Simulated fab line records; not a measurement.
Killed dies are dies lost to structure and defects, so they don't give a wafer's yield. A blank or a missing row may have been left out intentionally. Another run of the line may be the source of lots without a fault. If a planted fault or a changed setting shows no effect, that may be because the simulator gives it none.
Lot-split experiment ; flow n5-finfet ; route with 1938 steps; 7 lots, 21 wafers read

## SPLIT DETAILS
At N5_BEOL_M7_TRENCH_ETCH_37 (etches SiCOH lowk in C4F6/O2, target depth 93.478 nm, time 31.2 s), the setting bias-w was moved away from the recipe's 185 W on 8 of the 21 wafers read, by -17.7% to +16.2%. This setting was run at the recipe's value on the other wafers.

The reading comes from the split's own step.

## THE READING
rf-vpp-V, in V, at N5_BEOL_M7_TRENCH_ETCH_37 (etches SiCOH lowk in C4F6/O2, target depth 93.478 nm, time 31.2 s). A value of 663 V with a standard deviation of 16 V is what fault-free wafers of this fab line usually give.

wafer;tool, chamber at the split;bias-w as run, W;against the recipe;rf-vpp-V, V;against lot-mates on the recipe
L078.3;rie-diel-03, 3;185;recipe;637;-
L078.4;rie-diel-03, 1;213.6;+15.5%;735;+98
L078.6;rie-diel-03, 0;213.6;+15.5%;755;+118
L085.2;rie-diel-02, 2;185;recipe;661;-
L085.3;rie-diel-02, 1;185;recipe;652;-
L085.5;rie-diel-02, 3;169.2;-8.5%;628;-28
L084.1;rie-diel-02, 0;185;recipe;671;-
L084.3;rie-diel-02, 2;185;recipe;661;-
L084.5;rie-diel-02, 1;185;recipe;652;-
L087.1;rie-diel-03, 2;185;recipe;651;-
L087.2;rie-diel-03, 1;185;recipe;657;-
L087.6;rie-diel-03, 1;185;recipe;653;-
L091.1;rie-diel-01, 2;169.8;-8.2%;622;-60
L091.3;rie-diel-01, 0;185;recipe;682;-
L091.5;rie-diel-01, 2;169.8;-8.2%;622;-60
L096.1;rie-diel-01, 2;152.3;-17.7%;570;-98
L096.4;rie-diel-01, 1;185;recipe;692;-
L096.5;rie-diel-01, 3;185;recipe;645;-
L097.1;rie-diel-03, 2;215;+16.2%;732;+95
L097.2;rie-diel-03, 3;185;recipe;637;-
L097.4;rie-diel-03, 1;215;+16.2%;738;+101

THE FIT
A straight line over all 21 wafers: rf-vpp-V changes by +4.96 V for each +1% of bias-w; r = +0.95; the points scatter about the line by 14 V.
The same after taking each lot's own level away (the mean of its wafers on the recipe; 21 wafers): +6.2 V for each +1%; r = +0.98; scatter 12 V.
The reading moves by 1.1e+02 V for the largest change in bias-w, on that fit.
Across the lots, their own levels run from 637.0 to 682.0 V, a range of 2.8 times the standard deviation given above.
Thus the slope moves with the lot-to-lot level: the two fits are different.
Check: with one of the wafers moved furthest among these (-17.7%) left out of the fit, the line predicts -111 V for it against its lot-mates. Against them it came out at -98.5 V.
Tool readings at the split's step, against how far the setting was moved: rf-vpp-V r = +0.95.

## ADDITIONAL SPLITS CARRIED BY THESE WAFERS
Before the reading, these wafers also passed through other splits. Each is held against what the fit with the lots' levels taken away leaves over:
other split on the same wafers;wafers away from the commonest value;r with rf-vpp-V (lot level and that fit taken away)
N5_BEOL_M7_EXPOSE_08 dose-mj;7;+0.05
N5_BEOL_M7_ETCH_61 source-w;7;-0.02
N5_BEOL_M7_DESCUM_33 time-s;6;-0.39

## FILE'S OWN FIT
rf-vpp-V changes by +6.02 V for each +1% of bias-w, r = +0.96.
